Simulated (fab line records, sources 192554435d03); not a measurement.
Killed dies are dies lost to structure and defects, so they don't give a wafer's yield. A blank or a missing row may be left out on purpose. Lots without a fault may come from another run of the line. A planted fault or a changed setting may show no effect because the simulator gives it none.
Which tool did it? | flow n5_finfet | 12 lots, 34 wafers sampled, at 5 steps of a route of 1938

WHAT THE GAUGES READ, wafer by wafer
The record holds no reading of a measuring or inspecting step that can be judged against a usual standard deviation.

WHICH TOOL RAN EACH LOT (tool, then ch and the chambers of the sampled wafers, then the start)
lot  | N5_HKMG_FIN_PWFM_ALD_03             | N5_HKMG_FIN_STRIP_92               | N5_HKMG_FIN_ALD_91                  | N5_HKMG_FIN_ETCH_67                | N5_PASSIVATION_PROBE_49
L721 | ald_metal-02 ch 0,2, day 4 00:53    | rie_diel-05 ch 3, day 4 02:24      | ald_metal-04 ch 0,2, day 4 02:56    | rie_diel-06 ch 2, day 4 04:22      | -
L726 | ald_metal-03 ch 0,2, day 5 08:59    | rie_diel-04 ch 1,2, day 5 10:14    | ald_metal-04 ch 2,3, day 5 10:46    | rie_diel-04 ch 2,3, day 5 12:37    | -
L729 | ald_metal-02 ch 0,1, day 6 10:44    | rie_diel-06 ch 0,1, day 6 12:06    | ald_metal-04 ch 1,2,3, day 6 12:38  | rie_diel-06 ch 0,1, day 6 14:07    | -
L730 | ald_metal-02 ch 1,2,3, day 6 16:25  | rie_diel-06 ch 0,1,2, day 6 17:47  | ald_metal-04 ch 0,1,2, day 6 18:19  | rie_diel-06 ch 0,1,3, day 6 19:50  | -
L735 | ald_metal-02 ch 0,1,2, day 7 12:39  | rie_diel-04 ch 1,3, day 7 14:02    | ald_metal-04 ch 0,2, day 7 14:34    | rie_diel-05 ch 0,2,3, day 7 16:13  | -
L734 | ald_metal-03 ch 1,2, day 7 14:49    | rie_diel-06 ch 0,1, day 7 16:19    | ald_metal-04 ch 0,2,3, day 7 16:51  | rie_diel-04 ch 0,1,3, day 7 18:16  | -
L736 | ald_metal-04 ch 0,1,3, day 7 21:05  | rie_diel-05 ch 0,2,3, day 8 03:41  | ald_metal-04 ch 1,2,3, day 8 04:13  | rie_diel-06 ch 0,1,3, day 8 05:40  | prober-01, day 16 11:33
L738 | ald_metal-04 ch 2,3, day 8 14:26    | rie_diel-06 ch 0,1,3, day 8 15:48  | ald_metal-04 ch 0,2,3, day 8 16:20  | rie_diel-04 ch 0,1,2, day 8 17:55  | -
L741 | ald_metal-03 ch 0,1,3, day 9 05:04  | rie_diel-04 ch 2,3, day 9 06:26    | ald_metal-02 ch 0,1, day 9 06:58    | rie_diel-06 ch 0,1,2, day 9 08:32  | prober-02, day 17 15:57
L742 | ald_metal-02 ch 0,1, day 9 11:35    | rie_diel-04 ch 1,2, day 9 12:59    | ald_metal-03 ch 0,2, day 9 13:31    | rie_diel-05 ch 0,2,3, day 9 14:58  | prober-01, day 18 11:00
L743 | ald_metal-04 ch 2,3, day 9 16:26    | rie_diel-04 ch 0,1,3, day 9 17:49  | ald_metal-02 ch 1,2, day 9 18:20    | rie_diel-05 ch 0,1,2, day 9 19:45  | prober-02, day 17 22:09
L744 | ald_metal-02 ch 0,2,3, day 10 00:33 | rie_diel-05 ch 0,2,3, day 10 01:56 | ald_metal-03 ch 0,1,3, day 10 02:28 | rie_diel-04 ch 1,2,3, day 10 03:52 | -
- N5_HKMG_FIN_PWFM_ALD_03: deposits TiN, target thk 2 nm, pulse time 1 s, purge time 3 s.
- N5_HKMG_FIN_STRIP_92: strips SOC in N2/H2, time 20 s.
- N5_HKMG_FIN_ALD_91: deposits TiN, target thk 1 nm, pulse time 1 s, purge time 3 s.
- N5_HKMG_FIN_ETCH_67: etches SOC in N2/H2, stops on TiN, target depth 388.9 nm.
- N5_PASSIVATION_PROBE_49

WHAT THE TOOLS THEMSELVES READ (means of the sampled wafers that have a number; where no wafer has one, the mark that the record gives instead)
N5_HKMG_FIN_PWFM_ALD_03.
lot  | tool         | heater_power_w (W) | precursor_pulse_height_rel
L721 | ald_metal-02 | 904                | 1.006
L726 | ald_metal-03 | 865                | 1.006
L729 | ald_metal-02 | 929                | 1.001
L730 | ald_metal-02 | 852                | 0.998
L735 | ald_metal-02 | 919                | 0.992
L734 | ald_metal-03 | 896                | 0.992
L736 | ald_metal-04 | 918                | 0.997
L738 | ald_metal-04 | 918                | 1.004
L741 | ald_metal-03 | 866                | 1.020
L742 | ald_metal-02 | 940                | 1.000
L743 | ald_metal-04 | 938                | 1.013
L744 | ald_metal-02 | 860                | 0.995

N5_HKMG_FIN_STRIP_92.
lot  | tool        | drypump_motor_current_A (A) | n2_flow_sccm (sccm) | oes_product_au (a.u.) | power_w (W) | rf_vpp_V (V) | showerhead_plenum_p_Torr (Torr) | throttle_valve_pct (%)
L721 | rie_diel-05 | 5.8                         | 299.6               | 0.74                  | 499.4       | 54.2         | 3.45                            | 18.1
L726 | rie_diel-04 | 6.0                         | 300.0               | 0.77                  | 498.4       | 55.1         | 3.53                            | 19.1
L729 | rie_diel-06 | 6.5                         | 300.3               | 0.83                  | 500.3       | 54.1         | 3.52                            | 18.8
L730 | rie_diel-06 | 6.2                         | 301.2               | 0.76                  | 499.5       | 54.3         | 3.43                            | 18.8
L735 | rie_diel-04 | 6.0                         | 299.6               | 0.74                  | 500.2       | 54.9         | 3.46                            | 19.2
L734 | rie_diel-06 | 6.4                         | 300.3               | 0.82                  | 499.6       | 54.7         | 3.51                            | 18.8
L736 | rie_diel-05 | 5.8                         | 300.4               | 0.81                  | 499.8       | 55.0         | 3.41                            | 18.3
L738 | rie_diel-06 | 6.0                         | 300.6               | 0.77                  | 500.2       | 54.7         | 3.50                            | 19.2
L741 | rie_diel-04 | 6.3                         | 299.7               | 0.82                  | 498.9       | 54.5         | 3.47                            | 19.3
L742 | rie_diel-04 | 6.0                         | 299.7               | 0.71                  | 500.3       | 53.9         | 3.49                            | 19.3
L743 | rie_diel-04 | 5.7                         | 299.8               | 0.79                  | 499.5       | 54.2         | 3.37                            | 19.0
L744 | rie_diel-05 | 5.8                         | 300.6               | 0.80                  | 500.1       | 54.8         | 3.40                            | 18.4

N5_HKMG_FIN_ALD_91.
lot  | tool         | heater_power_w (W) | precursor_pulse_height_rel
L721 | ald_metal-04 | 864                | 1.001
L726 | ald_metal-04 | 890                | 1.001
L729 | ald_metal-04 | 914                | 1.036
L730 | ald_metal-04 | 892                | 1.007
L735 | ald_metal-04 | 848                | 0.996
L734 | ald_metal-04 | 897                | 1.012
L736 | ald_metal-04 | 927                | 0.991
L738 | ald_metal-04 | 875                | 0.992
L741 | ald_metal-02 | 940                | 0.999
L742 | ald_metal-03 | 857                | 1.016
L743 | ald_metal-02 | 894                | 0.988
L744 | ald_metal-03 | 866                | 0.983

N5_HKMG_FIN_ETCH_67.
lot  | tool        | drypump_motor_current_A (A) | n2_flow_sccm (sccm) | oes_product_au (a.u.) | rf_vpp_V (V) | showerhead_plenum_p_Torr (Torr) | throttle_valve_pct (%)
L721 | rie_diel-06 | 5.9                         | 200.1               | 0.68                  | 239.6        | 2.48                            | 17.55
L726 | rie_diel-04 | 6.3                         | 199.1               | 0.83                  | 243.6        | 2.67                            | 17.79
L729 | rie_diel-06 | 6.4                         | 200.6               | 0.77                  | 241.3        | 2.66                            | 17.93
L730 | rie_diel-06 | 6.0                         | 200.2               | 0.78                  | 242.2        | 2.66                            | 17.87
L735 | rie_diel-05 | 5.8                         | 200.2               | 0.81                  | 241.3        | 2.58                            | 17.34
L734 | rie_diel-04 | 5.7                         | 200.1               | 0.79                  | 240.7        | 2.56                            | 17.71
L736 | rie_diel-06 | 5.9                         | 200.0               | 0.76                  | 241.7        | 2.66                            | 17.89
L738 | rie_diel-04 | 5.7                         | 200.5               | 0.78                  | 241.3        | 2.60                            | 17.80
L741 | rie_diel-06 | 6.2                         | 200.5               | 0.82                  | 241.9        | 2.59                            | 17.64
L742 | rie_diel-05 | 5.8                         | 200.3               | 0.79                  | 241.5        | 2.58                            | 17.36
L743 | rie_diel-05 | 5.8                         | 199.7               | 0.80                  | 240.4        | 2.60                            | 17.68
L744 | rie_diel-04 | 6.1                         | 199.9               | 0.75                  | 241.4        | 2.64                            | 17.84

N5_PASSIVATION_PROBE_49.
lot  | tool      | killed_at_M0_to_M3 | killed_at_M4_up | killed_at_contacts | killed_at_front_end | killed_at_other | killed_dies | killed_open | killed_short
L736 | prober-01 | 32                 | 13              | 7                  | 61                  | 1               | 114         | 63          | 26
L741 | prober-02 | 25                 | 14              | 13                 | 40                  | 5               | 98          | 55          | 36
L742 | prober-01 | 25                 | 11              | 10                 | 40                  | 8               | 95          | 66          | 26
L743 | prober-02 | 34                 | 9               | 9                  | 34                  | 1               | 87          | 50          | 34

THE ANSWER, worked out from the rows above alone
Rule: what is usual is taken from the lots themselves. Put in order of their means at a reading, lots are off if they are a third of the lots or fewer, leave a main group of 4 or more, and stand apart from it by a gap of 3 or more times the standard deviation of the main group's means; of several such gaps the widest counts. A main group whose means are all the same, to the digits that the tables above print for the reading, isn't used. A lot without any number at a reading at which 4 lots or more have one is off too. The other lots that the step has rows for count as sound. The gauges are gone through in route order, then the tools' own readings, and for those a lot's mean is taken as printed above. The first step at which some lot is off is used, and at that step the reading that is off furthest; a lot without a number counts as furthest.
No lot is off at any reading shown: from this, nothing can be told.

WHAT THE SIMULATOR HAD PUT IN
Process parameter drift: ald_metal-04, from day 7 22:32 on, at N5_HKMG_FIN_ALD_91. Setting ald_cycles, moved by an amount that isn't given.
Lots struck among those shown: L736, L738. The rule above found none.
